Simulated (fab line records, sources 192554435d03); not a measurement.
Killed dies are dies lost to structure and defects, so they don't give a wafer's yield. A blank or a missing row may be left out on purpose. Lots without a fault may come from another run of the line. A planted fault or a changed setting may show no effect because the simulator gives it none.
Split-lot experiment | flow n5_finfet | 7 lots, 21 wafers read, on a route of 1938 steps

THE SPLIT
At N5_BEOL_M7_TRENCH_ETCH_37 (etches SiCOH lowk in C4F6/O2, target depth 93.478 nm, time 31.2 s), the setting bias_w was moved away from the recipe's 185 W on 9 of the 21 wafers read, by -17.0% to +17.1%. The other wafers ran this setting at the recipe's value.

FROM THE SPLIT TO THE READING: what the file shows between them, 7 steps
- N5_BEOL_M7_ETCH_41: etches SiCN in CH3F/O2, target depth 31.9 nm, time 57.8 s (also split here: source_w)
- N5_BEOL_M7_STRIP_80: strips in N2/H2, time 10 s
- N5_BEOL_M7_ECD_50: material Cu, target thk 300 nm
- N5_BEOL_M7_ANNEAL_51: time 90 s
- N5_BEOL_M7_CMP_52: polishes, stops on SiCOH lowk, t overpolish 6.9 s, target thk 80 nm
- N5_BEOL_M7_PRE_CLEAN_55: time 15 s
- N5_BEOL_M7_DEP_56: deposits SiCN from 3MS/NH3, target thk 10 nm, time 17.5 s

THE READING
M7_RS, in ohm/sq, at N5_BEOL_M7_RS_MEAS_57 (measures by four-point-probe). Fault-free wafers of this fab line usually give 0.288 ohm/sq, standard deviation 0.011 ohm/sq.

wafer  | tool, chamber at the split | bias_w as run, W | against the recipe | M7_RS, ohm/sq | against lot-mates on the recipe
L077.1 | rie_diel-03, 1             | 215              | +16.2%             | 0.252         | -0.039
L077.2 | rie_diel-03, 2             | 185              | recipe             | 0.295         | -
L077.3 | rie_diel-03, 0             | 185              | recipe             | 0.287         | -
L079.3 | rie_diel-03, 2             | 185              | recipe             | 0.305         | -
L079.4 | rie_diel-03, 3             | 158.9            | -14.1%             | 0.321         | +0.021
L079.6 | rie_diel-03, 2             | 185              | recipe             | 0.296         | -
L082.2 | rie_diel-05, 3             | 185              | recipe             | 0.288         | -
L082.3 | rie_diel-05, 1             | 185              | recipe             | 0.293         | -
L082.4 | rie_diel-05, 2             | 185              | recipe             | 0.293         | -
L084.1 | rie_diel-05, 1             | 173.3            | -6.3%              | 0.302         | +0.012
L084.4 | rie_diel-05, 2             | 173.3            | -6.3%              | 0.299         | +0.009
L084.5 | rie_diel-05, 1             | 185              | recipe             | 0.290         | -
L085.1 | rie_diel-05, 0             | 185              | recipe             | 0.270         | -
L085.4 | rie_diel-05, 3             | 185              | recipe             | 0.285         | -
L085.5 | rie_diel-05, 0             | 216.6            | +17.1%             | 0.260         | -0.017
L087.2 | rie_diel-03, 0             | 185              | recipe             | 0.300         | -
L087.3 | rie_diel-03, 0             | 153.6            | -17.0%             | 0.328         | +0.028
L087.4 | rie_diel-03, 2             | 153.6            | -17.0%             | 0.328         | +0.028
L097.3 | rie_diel-05, 0             | 166.1            | -10.2%             | 0.292         | +0.009
L097.5 | rie_diel-05, 0             | 166.1            | -10.2%             | 0.298         | +0.015
L097.6 | rie_diel-05, 1             | 185              | recipe             | 0.283         | -

THE FIT
A straight line over all 21 wafers: M7_RS changes by -0.00193 ohm/sq for each +1% of bias_w; r = -0.89; the points scatter about the line by 0.0088 ohm/sq.
The same after taking each lot's own level away (the mean of its wafers on the recipe; 21 wafers): -0.00159 ohm/sq for each +1%; r = -0.94; scatter 0.0053 ohm/sq.
On that fit, the largest move of bias_w shifts the reading by 0.027 ohm/sq.
The lots' own levels span 0.2775 to 0.3005 ohm/sq, that is 2.1 times the standard deviation above.
So the lot-to-lot level changes the slope: the two fits differ.
Check: with one of the wafers moved furthest among these (+17.1%) left out of the fit, the line predicts -0.032 ohm/sq for it against its lot-mates. It came out at -0.0175 ohm/sq against them.
Tool readings at the split's step, against how far the setting was moved: rf_vpp_V r = +0.91.

OTHER SPLITS ON THESE WAFERS
These wafers also went through other splits before the reading. Each is held against what the fit with the lots' levels taken away leaves over:
other split on the same wafers   | wafers away from the commonest value | r with M7_RS (lot level and that fit taken away)
N5_BEOL_M6_TRENCH_ETCH_37 time_s | 4                                    | +0.05
N5_BEOL_M7_ETCH_41 source_w      | 3                                    | -0.26

THE WHOLE CHAIN: every reading that the file lists as answering this split, in the file's order
step                      | what it does                                                        | reading                                                                      | change (the file's fit)               | r (the file's)
N5_BEOL_M7_TRENCH_ETCH_37 | etches SiCOH lowk in C4F6/O2, target depth 93.478 nm, time 31.2 s   | rf_vpp_V                                                                     | +5.36 V for each +1% of the setting   | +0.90
N5_BEOL_M7_CMP_52         | polishes, stops on SiCOH lowk, t overpolish 6.9 s, target thk 80 nm | Cu_of_BEOL_M7_ECD_50.thk_nm (the simulator's own value, which no gauge read) | +0.374 nm for each +1% of the setting | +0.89
N5_BEOL_M7_RS_MEAS_57     | measures by four-point-probe                                        | M7_RS                                                                        | -0.00158 for each +1% of the setting  | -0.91

THE FILE'S OWN FIT
M7_RS changes by -0.00158 ohm/sq for each +1% of bias_w, r = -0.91.
